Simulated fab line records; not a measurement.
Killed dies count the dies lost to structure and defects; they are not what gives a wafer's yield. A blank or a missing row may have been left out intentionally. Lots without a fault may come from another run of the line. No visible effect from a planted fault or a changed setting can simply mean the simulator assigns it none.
Split-lot trial + flow n5Finfet + route with 1938 steps; 7 lots, 21 wafers read

ABOUT THE SPLIT
At N5_BEOL_M0_CUTY_ETCH_63 (etches SOC in N2/H2, target depth 82.7 nm, overetch 16.5 nm, time 124 s), the setting sourceW was moved away from the recipe's 840 W on 9 of the 21 wafers read, by -13.9% to +16.0%. The other wafers ran this setting at the recipe's value.

The reading comes from the split's own step.

THE READING
rfVppV, in V, at N5_BEOL_M0_CUTY_ETCH_63 (etches SOC in N2/H2, target depth 82.7 nm, overetch 16.5 nm, time 124 s). Typical for fault-free wafers on this fab line: 524.5 V, with standard deviation 2.9 V.

| wafer  | tool, chamber at the split | sourceW as run, W | against the recipe | rfVppV, V | against lot-mates on the recipe |
|--------|----------------------------|-------------------|--------------------|-----------|---------------------------------|
| L074.1 | rieDiel-01, 3              | 789.2             | -6.0%              | 538.5     | +17.7                           |
| L074.4 | rieDiel-01, 3              | 789.2             | -6.0%              | 538.9     | +18.1                           |
| L074.5 | rieDiel-01, 1              | 840               | recipe             | 520.8     | -                               |
| L084.1 | rieDiel-03, 0              | 750.6             | -10.6%             | 541.4     | +17.3                           |
| L084.2 | rieDiel-03, 3              | 840               | recipe             | 520.9     | -                               |
| L084.5 | rieDiel-03, 1              | 840               | recipe             | 527.3     | -                               |
| L086.2 | rieDiel-01, 3              | 840               | recipe             | 528.0     | -                               |
| L086.5 | rieDiel-01, 0              | 974.1             | +16.0%             | 499.3     | -28.7                           |
| L086.6 | rieDiel-01, 3              | 974.1             | +16.0%             | 501.3     | -26.7                           |
| L087.3 | rieDiel-03, 0              | 723.5             | -13.9%             | 549.7     | +29.3                           |
| L087.5 | rieDiel-03, 3              | 840               | recipe             | 520.4     | -                               |
| L087.6 | rieDiel-03, 0              | 723.5             | -13.9%             | 548.3     | +27.9                           |
| L089.2 | rieDiel-03, 1              | 840               | recipe             | 528.4     | -                               |
| L089.4 | rieDiel-03, 0              | 840               | recipe             | 522.2     | -                               |
| L089.6 | rieDiel-03, 3              | 840               | recipe             | 520.8     | -                               |
| L093.1 | rieDiel-03, 0              | 954.6             | +13.6%             | 500.7     | -24.9                           |
| L093.2 | rieDiel-03, 2              | 840               | recipe             | 525.6     | -                               |
| L093.4 | rieDiel-03, 1              | 954.6             | +13.6%             | 504.6     | -21.0                           |
| L094.3 | rieDiel-01, 3              | 840               | recipe             | 527.4     | -                               |
| L094.4 | rieDiel-01, 1              | 840               | recipe             | 520.8     | -                               |
| L094.5 | rieDiel-01, 1              | 840               | recipe             | 519.9     | -                               |

FIT RESULTS
A straight line over all 21 wafers: rfVppV changes by -1.65 V for each +1% of sourceW; r = -0.98; the points scatter about the line by 3.3 V.
The same after taking each lot's own level away (the mean of its wafers on the recipe; 21 wafers): -1.87 V for each +1%; r = -0.98; scatter 3.2 V.
Per that fit: largest sourceW move, reading shift of 30 V.
Measured against the standard deviation above, the lots' own levels, which go from 520.40 to 528.00 V, span 2.6 times it.
In other words, the slope is changed by the lot-to-lot level; the two fits disagree.
Check: -28.6 V against its lot-mates is what the line predicts for one of the wafers moved furthest among these (+16.0%) when that wafer is left out of the fit. It came out at -28.7 V against them.
Tool readings at the split's step, against how far the setting was moved: rfVppV r = -0.98.

OTHER SPLITS APPLIED TO THESE WAFERS
These wafers also went through other splits before the reading. Each is held against what the fit with the lots' levels taken away leaves over:
| other split on the same wafers            | wafers away from the commonest value | r with rfVppV (lot level and that fit taken away) |
|-------------------------------------------|--------------------------------------|---------------------------------------------------|
| N5_BEOL_M0_SAQP_SPACER2_ALD_26 targetThkA | 8                                    | -0.16                                             |

THE FILE'S OWN FIT
rfVppV changes by -1.85 V for each +1% of sourceW, r = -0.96.
